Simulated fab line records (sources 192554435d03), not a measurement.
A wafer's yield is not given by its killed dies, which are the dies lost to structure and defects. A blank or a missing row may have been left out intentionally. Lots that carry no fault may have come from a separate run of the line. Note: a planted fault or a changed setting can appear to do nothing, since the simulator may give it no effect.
Chamber matching | flow n5 finfet | N5_BEOL_M10_STRIP_36 on rie diel-03 has 4 sister chambers
The step strips in N2/H2. 4 wafers are shown with their chamber, then 7 later ones without.

## WAFERS, EACH WITH ITS CHAMBER
wafer  | chamber | showerhead plenum p Torr (Torr)
L078.4 | 2       | 2.60
L081.6 | 1       | 2.49
L082.1 | 0       | 2.56
L082.2 | 3       | 2.54

## WAFERS WHOSE CHAMBER IS MISSING
wafer  | showerhead plenum p Torr (Torr)
L082.3 | 2.49
L082.4 | 2.54
L082.5 | 2.49
L082.6 | 2.56
L096.1 | 2.47
L096.3 | 2.59
L096.5 | 2.47

## WHICH CHAMBER EACH ONE RAN IN
wafer  | from the rows above     | in truth
L082.3 | 1                       | 1
L082.4 | can't be placed: 3 or 0 | 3
L082.5 | 1                       | 1
L082.6 | can't be placed: 0 or 3 | 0
L096.1 | 1                       | 1
L096.3 | can't be placed: 2 or 0 | 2
L096.5 | 1                       | 1
Correctly placed: 4 of 7. From these rows, 3 cannot be placed; in 3 the true chamber is one of the candidates. Number placed wrongly: 0.
How it was worked out, from the rows above alone: a wafer's distance from a chamber is the root of the sum, over the readings, of the square of ((its reading less the chamber's mean) divided by the reading's scatter). If the next closest chamber is less than 2 further off than the closest, the wafer can't be placed; otherwise it belongs to the closest. A chamber's mean is the mean of its shown wafers. The scatter: with one shown wafer a chamber, the root of the mean of the squares of how far each hidden wafer lies from its nearest shown one.
